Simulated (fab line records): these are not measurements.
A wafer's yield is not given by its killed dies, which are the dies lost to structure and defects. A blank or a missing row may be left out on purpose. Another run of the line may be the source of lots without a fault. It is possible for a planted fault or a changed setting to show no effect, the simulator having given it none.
Which of the tools did it? || flow n5_finfet || 12 lots with 36 wafers sampled at 2 steps, on a route of 1938 steps

WHAT THE GAUGES READ, wafer by wafer
N5_BEOL_M1_OVL_MEAS_12.
{"lot": "L075", "measured": "day 6 09:33", "on": "overlay-02", "M1_OVL (nm)": "0.8 0.3 0.7"}
{"lot": "L077", "measured": "day 6 23:13", "on": "overlay-01", "M1_OVL (nm)": "-0.8 -0.6 0.0"}
{"lot": "L079", "measured": "day 7 08:07", "on": "overlay-02", "M1_OVL (nm)": "0.2 0.4 -0.2"}
{"lot": "L081", "measured": "day 7 21:16", "on": "overlay-02", "M1_OVL (nm)": "1.2 0.7 0.7"}
{"lot": "L083", "measured": "day 8 12:13", "on": "overlay-02", "M1_OVL (nm)": "-0.6 0.0 0.7"}
{"lot": "L085", "measured": "day 8 18:26", "on": "overlay-01", "M1_OVL (nm)": "0.0 -0.7 1.0"}
{"lot": "L086", "measured": "day 9 13:59", "on": "overlay-01", "M1_OVL (nm)": "1.1 1.3 0.6"}
{"lot": "L091", "measured": "day 10 05:10", "on": "overlay-01", "M1_OVL (nm)": "-0.6 -0.2 -1.2"}
{"lot": "L090", "measured": "day 10 08:18", "on": "overlay-02", "M1_OVL (nm)": "0.0 0.4 0.8"}
{"lot": "L093", "measured": "day 11 05:54", "on": "overlay-02", "M1_OVL (nm)": "0.0 0.1 0.4"}
{"lot": "L095", "measured": "day 11 12:28", "on": "overlay-02", "M1_OVL (nm)": "1.0 1.3 0.7"}
{"lot": "L097", "measured": "day 12 03:20", "on": "overlay-01", "M1_OVL (nm)": "-0.5 0.0 0.4"}

WHAT TOOL EACH LOT RAN ON (gives the tool, then ch and the chambers of the sampled wafers, and finally the start)
{"lot": "L075", "N5_BEOL_M0_CMP_120": "cmp-02 ch 0,2,3, day 6 07:22"}
{"lot": "L077", "N5_BEOL_M0_CMP_120": "cmp-04 ch 0,1, day 6 22:02"}
{"lot": "L079", "N5_BEOL_M0_CMP_120": "cmp-03 ch 0,1,3, day 7 06:05"}
{"lot": "L081", "N5_BEOL_M0_CMP_120": "cmp-02 ch 2,3, day 7 20:07"}
{"lot": "L083", "N5_BEOL_M0_CMP_120": "cmp-04 ch 0,1,3, day 8 10:59"}
{"lot": "L085", "N5_BEOL_M0_CMP_120": "cmp-04 ch 0,1, day 8 16:33"}
{"lot": "L086", "N5_BEOL_M0_CMP_120": "cmp-02 ch 0,2,3, day 9 10:44"}
{"lot": "L091", "N5_BEOL_M0_CMP_120": "cmp-02 ch 2,3, day 10 02:20"}
{"lot": "L090", "N5_BEOL_M0_CMP_120": "cmp-02 ch 0,1,2, day 10 07:02"}
{"lot": "L093", "N5_BEOL_M0_CMP_120": "cmp-02 ch 0,2,3, day 11 02:27"}
{"lot": "L095", "N5_BEOL_M0_CMP_120": "cmp-04 ch 0,1,2, day 11 10:32"}
{"lot": "L097", "N5_BEOL_M0_CMP_120": "cmp-03 ch 0,1,2, day 12 00:15"}
- N5_BEOL_M0_CMP_120: polishes, stops on SiOC, t overpolish 6.9 s.

THE ANSWER, worked out from the rows above alone
Rule: usual is defined by the lots themselves. Put in order of their means at a reading, lots are off if they are a third of the lots or fewer, leave a main group of 4 or more, and stand apart from it by a gap of 3 or more times the standard deviation of the main group's means; of several such gaps the widest counts. The tables above print the reading to a certain number of digits; a main group whose means all agree to those digits is not used. A lot without any number at a reading at which 4 lots or more have one is off too. The other lots that the step has rows for count as sound.
No lot is off at any reading shown: from this, nothing can be told.

WHAT THE SIMULATOR HAD PUT IN
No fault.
